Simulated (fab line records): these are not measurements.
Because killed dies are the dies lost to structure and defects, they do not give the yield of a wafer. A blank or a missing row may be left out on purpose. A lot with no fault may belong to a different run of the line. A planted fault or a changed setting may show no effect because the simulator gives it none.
Struck lot and sound lot, side by side | flow n5-finfet | 14 steps out of a route of 1938
Sound: wafers L789.3, L789.5, L789.6. The struck wafers were L803.2, L803.4, L803.5. At the end, the cause is stated.
Order at every step that has rows: each side's tool, ch and its chambers, its first start. Under that, the readings that differ: sound wafers | struck wafers | difference of the means | sigmas: that difference in standard deviations of wafers without a fault.
alike: readings whose means differ by less than 2 such deviations, and words and numbers that are the same on both sides. not compared: withheld readings, readings that some wafer has no value for, bounds like >300 that may hide the same value, and numbers for which the record gives no deviation and whose values overlap.
The two part at a step that has a row with sigmas, a row that says differs or no value, or rows on one side only. When numbers do not overlap yet have no deviation, they are printed without sigmas and do not part them. Lack of a reading on every wafer of one side parts them only where that side has two or more wafers.

first, 1 step without rows for these wafers: N5_GATE_CUT_ETCH_19 (etches SiNx in CH3F/O2, target depth 53.7 nm, time 76.7 s).
N5_GATE_CUT_CUT_ETCH_53: etches W in SF6/Cl2, target depth 79.2 nm.
  sound on rie-metal-03 ch 0,1, day 5 16:55; struck on rie-metal-03 ch 0, day 9 03:22
  alike: drypump-motor-current-A, etch-rf-on-time-s, oes-product-au, throttle-valve-pct
  not compared: rf-hours-counter-h
then, 1 step without rows for these wafers: N5_GATE_CUT_CUT_ETCH_54 (etches TiN in Cl2/BCl3, target depth 96.7 nm).
N5_GATE_CUT_CUT_ETCH_55: etches HfO2 in BCl3, target depth 3.2 nm.
  sound on rie-metal-03 ch 0,1, day 5 17:02; struck on rie-metal-03 ch 0, day 9 03:29
  alike: drypump-motor-current-A, oes-product-au, throttle-valve-pct
  not compared: rf-hours-counter-h
N5_GATE_CUT_ETCH_47: etches SiO2 in Cl2/BCl3, target depth 10 nm.
  sound on rie-metal-03 ch 0,1, day 5 17:04; struck on rie-metal-03 ch 0, day 9 03:31
  alike: drypump-motor-current-A, oes-product-au, throttle-valve-pct
  not compared: rf-hours-counter-h
then, 3 steps without rows for these wafers: N5_GATE_CUT_VAPOR_ETCH_48 (etches TiN in BCl3/Cl2); N5_GATE_CUT_VAPOR_ETCH_49 (etches TiAlC in BCl3/Cl2); N5_GATE_CUT_VAPOR_ETCH_51 (etches HfO2 in BCl3/Cl2).
N5_GATE_CUT_STRIP_21: strips in N2/H2, time 30 s.
  sound on plasma-asher-01 ch 0,1, day 5 17:13; struck on plasma-asher-01 ch 0,1, day 9 03:40
  alike: drypump-motor-current-A, heater-power-w
  not compared: rf-hours-counter-h
then, 2 steps without rows for these wafers: N5_GATE_CUT_STRIP_29 (strips in post etch residue remover, time 60 s); N5_GATE_CUT_SRD_52 (time 30 s).
N5_GATE_CUT_ALD_22: deposits SiNx, target thk 16 nm, pulse time 1 s, ald cycles 320.
  sound on ald-sin-04 ch 0,3, day 5 17:23; struck on ald-sin-01 ch 1,3, day 9 03:49
  alike: heater-power-w, precursor-pulse-height-rel
N5_GATE_CUT_CMP_23: polishes, stops on SiO2, t overpolish 23.4 s, target thk 16 nm.
  sound on cmp-01 ch 2,3, day 5 18:52; struck on cmp-03 ch 0,2, day 9 05:19
  no value came back on the struck wafers for any of 5 readings (edge-zone-pressure-frac, head-pressure-psi (psi) and others); on the sound wafers edge-zone-pressure-frac reads 0.986 0.990 1.003
N5_BEOL_M4_RC_MEAS_101:
  the record has rows for the sound wafers here (prober-02 ch 0, day 9 01:12) and none for the struck ones

## WHERE THEY PART
At N5_GATE_CUT_CMP_23 first; at N5_BEOL_M4_RC_MEAS_101 last (within this record only).

WHY: what had been put in by the simulator
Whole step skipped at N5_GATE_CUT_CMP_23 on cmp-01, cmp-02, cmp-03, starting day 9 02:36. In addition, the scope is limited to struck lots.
